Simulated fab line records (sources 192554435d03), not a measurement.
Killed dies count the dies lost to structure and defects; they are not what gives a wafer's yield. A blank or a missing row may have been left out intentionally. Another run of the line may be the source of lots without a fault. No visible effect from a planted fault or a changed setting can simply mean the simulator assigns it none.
Problem report in the 8D (eight disciplines) form, filled by code :: flow n5 finfet :: the parts of the form that need people (team, actions taken, sign-off) are left out

== 1. THE PROBLEM ==
A mean of 88.9 s is read at N5_BEOL_M11_VIA_ETCH_34 for run length s, taken on 1 wafer of 1 lot, against 92.7 s (standard deviation 0.35) on wafers free of any fault. That puts it -11 standard deviations away from the usual mean.
The step: etches SiCOH lowk in C4F6/O2, target depth 184.5 nm, time 69.2 s.
Seen first at day 15 19:17 on rie diel-05, wafer L844.3. The record holds 15 wafers of 5 lots with a number at this step. Rule for "out" (also "out of limits"): further than 4 standard deviations from the usual mean. The rest of the wafers with a number are treated as sound.

== 2. WHAT THIS IS AND IS NOT ==
question: which readings at this step
is: run length s
is not: drypump motor current A, oes product au, rf vpp V, showerhead plenum p Torr, throttle valve pct

question: which lots
is: L844
is not: L834, L839, L847, L853

question: which wafers of those lots
is: L844.3
is not: L844.1, L844.4

question: read on which tools
is: rie diel-05
is not: rie diel-02, rie diel-03

question: when
is: from day 15 19:17
is not: up to then (8 sound wafers); but 6 sound wafers of L847, L853 came after

== 3. THE SUSPECTS, EACH WITH WHAT RULES IT OUT ==
Counting: any tool at a process step up to the reading remains a suspect provided it ran every lot that is out. Sound lots after the first of them don't rule it out here, since some wafers of a struck lot are sound.
- rie diel-05 at N5_BEOL_M11_DESCUM_33 (chemistry O2, time 7.9 s): kept. L844, the lot that is out, went through it at day 15 19:04; up to then, the latest sound lot through it was L839 at day 14 03:56.
- rie diel-05 at N5_BEOL_M11_ETCH_65 (etches SiARC in CF4, target depth 39 nm, time 65 s): kept. L844, the lot that is out, went through it at day 15 19:06; up to then, the latest sound lot through it was L839 at day 14 03:58.
- rie diel-05 at N5_BEOL_M11_ETCH_66 (etches SOC in N2/H2, target depth 120 nm, overetch 24 nm, time 180 s): kept. L844, the lot that is out, went through it at day 15 19:09; up to then, the latest sound lot through it was L839 at day 14 04:01.
- rie diel-05 at N5_BEOL_M11_VIA_ETCH_34 (etches SiCOH lowk in C4F6/O2, target depth 184.5 nm, time 69.2 s): kept. L844, the lot that is out, went through it at day 15 19:17; up to then, the latest sound lot through it was L839 at day 14 04:08. Out on those wafers are its own readings of run length s.
- Within rie diel-05 at N5_BEOL_M11_DESCUM_33: the wafers that are out ran in chamber 1; their sound lot-mates ran in chambers 0, 2.
- Within rie diel-05 at N5_BEOL_M11_ETCH_65: the wafers that are out ran in chamber 1; their sound lot-mates ran in chambers 0, 2.
- Within rie diel-05 at N5_BEOL_M11_ETCH_66: the wafers that are out ran in chamber 1; their sound lot-mates ran in chambers 0, 2.
- Within rie diel-05 at N5_BEOL_M11_VIA_ETCH_34: the wafers that are out ran in chamber 1; their sound lot-mates ran in chambers 0, 2.
Left after counting: rie diel-05 at N5_BEOL_M11_DESCUM_33, rie diel-05 at N5_BEOL_M11_ETCH_65, rie diel-05 at N5_BEOL_M11_ETCH_66, rie diel-05 at N5_BEOL_M11_VIA_ETCH_34.

== 4. THE CAUSE (what the simulator had put in) ==
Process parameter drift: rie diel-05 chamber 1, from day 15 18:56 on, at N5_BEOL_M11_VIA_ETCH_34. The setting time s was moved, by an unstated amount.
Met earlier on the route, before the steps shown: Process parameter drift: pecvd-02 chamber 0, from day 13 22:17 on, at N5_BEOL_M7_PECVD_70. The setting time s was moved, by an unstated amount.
After counting, 4 suspects remain, this tool included.

== 5. THE EFFECT CHAIN, in route order ==
Rows list readings where the struck wafers' mean (over those with a number) sits beyond 3 standard deviations from the usual. Scope: only readings with a usual standard deviation given in the record; hours: median across lots of the time from each lot's start at the first step in this table that gives one to its start at this step; sigmas: change in usual standard deviations.
hours: 0
step: N5_BEOL_M11_VIA_ETCH_34
reading: run length s
usual: 92.7 s
on struck wafers: 88.9
change: -3.8
sigmas: -11
Its process steps:
- N5_BEOL_M11_VIA_ETCH_34: etches SiCOH lowk in C4F6/O2, target depth 184.5 nm, time 69.2 s.
Readings that are blank on the struck wafers while sound wafers have them: rf fwd power W at N5_BEOL_M11_VIA_ETCH_34.

== 6. HOW IT WOULD HAVE BEEN CAUGHT EARLIER ==
In this record the first reading out of limits was taken at day 15 19:17, 0 hours after the fault began at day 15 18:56.
